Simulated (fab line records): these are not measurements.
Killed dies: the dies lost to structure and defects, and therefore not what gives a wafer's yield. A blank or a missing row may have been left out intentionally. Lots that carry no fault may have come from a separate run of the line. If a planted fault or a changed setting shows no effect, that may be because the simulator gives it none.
Which tool did it? | flow n5 finfet | 9 lots, 27 wafers sampled, at 6 steps of a route of 1938

WHAT THE GAUGES READ, wafer by wafer
N5_PMOS_HMC_CHANNEL_EPI_INSPECT_30: inspects for defects (darkfield).
lot  | measured    | on                | raw defect count
L459 | day 2 02:31 | defect inspect-01 | 18 23 24
L462 | day 2 20:39 | defect inspect-01 | 12 15 6
L464 | day 3 07:56 | defect inspect-01 | 26 23 21
L471 | day 5 02:57 | defect inspect-02 | 12 14 14
L474 | day 5 20:52 | defect inspect-02 | 13 12 13
L475 | day 6 03:01 | defect inspect-01 | 18 23 36
L476 | day 6 08:50 | defect inspect-01 | 13 14 11
L477 | day 6 14:36 | defect inspect-02 | 16 17 36
L478 | day 6 20:39 | defect inspect-01 | 25 14 10

N5_FIN_SAQP_THK_MEAS_07.
lot  | measured    | on            | thk nm (nm)
L459 | day 2 03:32 | film metro-02 | 59.4 60.0 59.7
L462 | day 2 21:38 | film metro-02 | 60.7 60.4 59.7
L464 | day 3 09:39 | film metro-01 | 59.8 60.3 60.1
L471 | day 5 05:28 | film metro-01 | 59.6 61.3 60.5
L474 | day 5 21:51 | film metro-02 | 59.4 59.9 60.1
L475 | day 6 03:52 | film metro-02 | 59.7 59.1 60.0
L476 | day 6 09:56 | film metro-02 | 58.8 59.7 60.5
L477 | day 6 15:26 | film metro-02 | 59.6 60.2 60.7
L478 | day 6 21:34 | film metro-01 | 59.6 60.1 60.7

N5_FIN_SAQP_CD_MEAS_16: target cd 35.6 nm.
lot  | measured    | on        | cd nm (nm)
L459 | day 2 03:54 | cd sem-02 | 35.21 35.95 35.43
L462 | day 2 22:07 | cd sem-01 | 37.51 37.26 37.53
L464 | day 3 10:01 | cd sem-02 | 37.52 38.03 37.28
L471 | day 5 05:58 | cd sem-02 | 35.52 36.03 36.09
L474 | day 5 22:13 | cd sem-02 | 35.18 35.40 36.21
L475 | day 6 04:20 | cd sem-03 | 35.66 35.22 35.56
L476 | day 6 10:20 | cd sem-01 | 35.82 35.99 35.94
L477 | day 6 15:48 | cd sem-01 | 35.60 35.82 35.74
L478 | day 6 22:02 | cd sem-01 | 35.11 35.32 35.20

N5_BEOL_M4_RC_MEAS_101.
lot  | measured     | on        | DIBL_N (mV/V)  | DIBL_P (mV/V)  | IOFF_N (nA/um)    | IOFF_P (nA/um)    | ION_N (uA/um) | ION_P (uA/um) | SS_N (mV/dec)  | SS_P (mV/dec)  | VT_N (mV)         | VT_P (mV)
L459 | day 9 18:11  | prober-01 | 37.5 37.8 35.0 | 38.2 39.5 35.7 | 0.185 0.200 0.143 | 0.238 0.248 0.190 | 676 675 670   | 460 459 463   | 71.3 73.1 71.3 | 74.3 74.2 73.0 | 247.9 245.3 250.0 | -248.6 -248.1 -251.1
L462 | day 10 22:22 | prober-01 | 37.2 36.5 35.9 | 37.1 36.6 35.2 | 0.172 0.161 0.140 | 0.244 0.243 0.227 | 676 672 669   | 472 467 469   | 71.9 71.8 71.0 | 73.9 73.0 72.7 | 248.4 247.0 252.1 | -244.4 -247.3 -248.4
L464 | day 11 17:12 | prober-01 | 38.0 37.0 37.8 | 36.8 36.1 36.5 | 0.165 0.151 0.166 | 0.207 0.196 0.200 | 667 676 680   | 454 456 455   | 71.7 70.8 71.3 | 73.4 72.4 73.5 | 248.1 249.1 249.3 | -253.2 -252.9 -253.1
L471 | day 15 10:38 | prober-01 | 36.8 34.9 37.2 | 37.0 35.0 37.4 | 0.144 0.116 0.153 | 0.238 0.204 0.250 | 663 650 665   | 460 455 460   | 72.3 71.6 72.1 | 73.7 72.6 73.7 | 251.8 257.1 251.9 | -247.6 -250.4 -248.8
L474 | day 15 15:35 | prober-01 | 35.4 35.7 34.8 | 36.2 37.6 35.6 | 0.143 0.146 0.134 | 0.196 0.219 0.186 | 665 669 658   | 461 463 454   | 71.9 71.4 72.3 | 73.2 73.5 73.0 | 253.8 252.3 252.1 | -252.5 -248.9 -251.9
L475 | day 16 16:17 | prober-01 | 36.3 36.7 35.7 | 36.6 36.6 35.8 | 0.168 0.178 0.158 | 0.226 0.231 0.221 | 687 688 690   | 470 471 471   | 71.9 71.6 71.9 | 73.7 74.1 73.8 | 247.1 243.7 247.6 | -248.9 -246.9 -246.9
L476 | day 17 01:21 | prober-02 | 38.3 37.5 36.9 | 37.3 35.8 35.6 | 0.176 0.154 0.149 | 0.236 0.206 0.204 | 677 680 669   | 462 465 457   | 71.2 71.6 71.5 | 73.9 73.1 73.6 | 245.9 252.5 250.5 | -248.3 -249.6 -249.6
L477 | day 17 07:20 | prober-02 | 36.7 37.0 35.8 | 36.8 37.5 35.6 | 0.160 0.168 0.143 | 0.218 0.219 0.199 | 677 684 665   | 467 468 463   | 71.3 70.9 71.3 | 73.0 72.6 73.0 | 248.6 249.9 249.8 | -247.3 -248.5 -250.6
L478 | day 17 06:04 | prober-02 | 36.5 40.0 37.1 | 36.4 40.9 37.2 | 0.150 0.228 0.171 | 0.210 0.301 0.236 | 676 699 677   | 466 479 471   | 71.5 72.5 71.1 | 72.9 74.0 73.1 | 250.0 242.9 246.3 | -250.0 -244.8 -247.0

WHICH TOOL RAN EACH LOT (tool, then ch and the chambers of the sampled wafers, then the start)
lot  | N5_FIN_SAQP_PEB_14               | N5_FIN_SAQP_ETCH_51
L459 | litho track-02 ch 0, day 2 03:50 | rie diel-02 ch 0,2, day 2 04:11
L462 | litho track-02 ch 0, day 2 22:03 | rie diel-05 ch 0,1, day 2 22:28
L464 | litho track-02 ch 0, day 3 09:56 | rie diel-02 ch 0,1,2, day 3 10:08
L471 | litho track-01 ch 0, day 5 05:53 | rie diel-04 ch 1,3, day 5 06:05
L474 | litho track-02 ch 0, day 5 22:08 | rie diel-04 ch 1,2, day 5 22:20
L475 | litho track-04 ch 0, day 6 04:16 | rie diel-02 ch 0,2,3, day 6 04:28
L476 | litho track-02 ch 0, day 6 10:16 | rie diel-04 ch 1,2, day 6 10:34
L477 | litho track-02 ch 0, day 6 15:44 | rie diel-02 ch 1,3, day 6 15:58
L478 | litho track-02 ch 0, day 6 21:58 | rie diel-02 ch 0,1,3, day 6 22:10
- N5_FIN_SAQP_PEB_14: peb time 60 s.
- N5_FIN_SAQP_ETCH_51: etches SiARC in CF4, target depth 45.5 nm, time 75.8 s.

AS READ BY THE TOOLS THEMSELVES (means over the sampled wafers that have a number; for cases with no such wafer, the mark the record gives instead)
N5_FIN_SAQP_PEB_14.
lot  | tool           | exhaust pa (Pa)
L459 | litho track-02 | 45.9
L462 | litho track-02 | 44.8
L464 | litho track-02 | 45.3
L471 | litho track-01 | 43.8
L474 | litho track-02 | 43.4
L475 | litho track-04 | 45.4
L476 | litho track-02 | 45.3
L477 | litho track-02 | 44.5
L478 | litho track-02 | 46.3

N5_FIN_SAQP_ETCH_51.
lot  | tool        | drypump motor current A (A) | etch rf on time s (s) | mfc ar sccm (sccm) | oes product au (a.u.) | rf vpp V (V) | showerhead plenum p Torr (Torr) | throttle valve pct (%)
L459 | rie diel-02 | 5.7                         | 75.0                  | 100.15             | 0.72                  | 184.5        | 2.19                            | 15.54
L462 | rie diel-05 | 6.0                         | 78.2                  | 100.07             | 0.59                  | 184.8        | 2.14                            | 15.81
L464 | rie diel-02 | 5.6                         | 75.5                  | 100.26             | 0.68                  | 184.1        | 2.18                            | 15.54
L471 | rie diel-04 | 5.3                         | 76.0                  | 100.03             | 0.68                  | 184.3        | 2.17                            | 15.72
L474 | rie diel-04 | 5.3                         | 75.8                  | 100.37             | 0.68                  | 183.7        | 2.12                            | 15.67
L475 | rie diel-02 | 5.6                         | 76.4                  | 99.74              | 0.67                  | 184.7        | 2.12                            | 15.63
L476 | rie diel-04 | 5.3                         | 76.3                  | 99.94              | 0.67                  | 183.8        | 2.12                            | 15.69
L477 | rie diel-02 | 5.7                         | 77.6                  | 100.39             | 0.66                  | 184.2        | 2.12                            | 15.69
L478 | rie diel-02 | 5.7                         | 76.2                  | 99.84              | 0.64                  | 183.6        | 2.11                            | 15.64

THE ANSWER, worked out from the rows above alone
Rule: usual is defined by the lots themselves. The widest of any qualifying gaps counts: lots, ordered by their means at a reading, are off when they make up no more than a third of the lots, leave a main group of 4 or more, and stand apart from it by 3 or more times the standard deviation of that group's means. If all means in a main group match to the digits the tables above print for the reading, that group is not used. A lot without any number at a reading at which 4 lots or more have one is off too. Where the step has rows for the other lots, those lots are counted as sound. First the gauges in route order, then the tools' own readings, where a lot's mean is used as printed above. At the first step where some lot is off, the reading lying furthest off is the one used; lots without a number count as furthest.
Off, at N5_FIN_SAQP_CD_MEAS_16 on cd nm: L462, L464. The main group: mean 35.62 nm, standard deviation 0.23.
A tool fits if, at a process step before that reading, it ran every lot that is off, and no sound lot after the first of them. Those tools and the gauges at N5_FIN_SAQP_CD_MEAS_16 are tried in the same way. None of those tried fits.

WHAT THE SIMULATOR HAD PUT IN
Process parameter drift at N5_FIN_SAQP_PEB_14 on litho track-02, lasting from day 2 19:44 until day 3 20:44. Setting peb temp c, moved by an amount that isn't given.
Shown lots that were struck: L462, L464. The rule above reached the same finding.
